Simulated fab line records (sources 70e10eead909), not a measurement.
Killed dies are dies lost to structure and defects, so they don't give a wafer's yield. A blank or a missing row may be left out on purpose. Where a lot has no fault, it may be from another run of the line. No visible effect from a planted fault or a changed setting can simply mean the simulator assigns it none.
Matching of chambers / flow nand-harc / ald-metal-04 running NHARC_A_WL_FILL_ALD_02: 4 sister chambers
The step deposits TiN, target thk 2 nm, pulse time 3 s, ald cycles 100. 4 wafers are shown with their chamber, then 7 later ones without.

## EACH WAFER AND ITS CHAMBER
wafer=L080.6; chamber=0; heater-power-w (W)=1210
wafer=L080.5; chamber=3; heater-power-w (W)=1145
wafer=L093.1; chamber=1; heater-power-w (W)=1095
wafer=L093.4; chamber=2; heater-power-w (W)=993

## WAFERS WITH NO CHAMBER GIVEN
wafer=L093.5; heater-power-w (W)=1213
wafer=L093.2; heater-power-w (W)=1210
wafer=L093.3; heater-power-w (W)=1109
wafer=L093.6; heater-power-w (W)=975
wafer=L095.3; heater-power-w (W)=1088
wafer=L095.5; heater-power-w (W)=1110
wafer=L095.6; heater-power-w (W)=1075

## WHICH CHAMBER EACH ONE RAN IN
wafer=L093.5; from the rows above=0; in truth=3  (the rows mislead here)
wafer=L093.2; from the rows above=0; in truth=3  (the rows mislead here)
wafer=L093.3; from the rows above=can't be placed: 1 or 3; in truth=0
wafer=L093.6; from the rows above=2; in truth=2
wafer=L095.3; from the rows above=1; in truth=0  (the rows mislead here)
wafer=L095.5; from the rows above=can't be placed: 1 or 3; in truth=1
wafer=L095.6; from the rows above=1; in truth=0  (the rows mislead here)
Correct placement for 1 of the 7. From these rows, 2 cannot be placed; in 1 the true chamber is one of the candidates. 4 placed wrongly.
How it was worked out, from the rows above alone: a wafer's distance from a chamber is the root of the sum, over the readings, of the square of ((its reading less the chamber's mean) divided by the reading's scatter). If the next closest chamber is less than 2 further off than the closest, the wafer can't be placed; otherwise it belongs to the closest. Each chamber's mean is taken over the wafers shown for it. The scatter: with one shown wafer a chamber, the root of the mean of the squares of how far each hidden wafer lies from its nearest shown one.
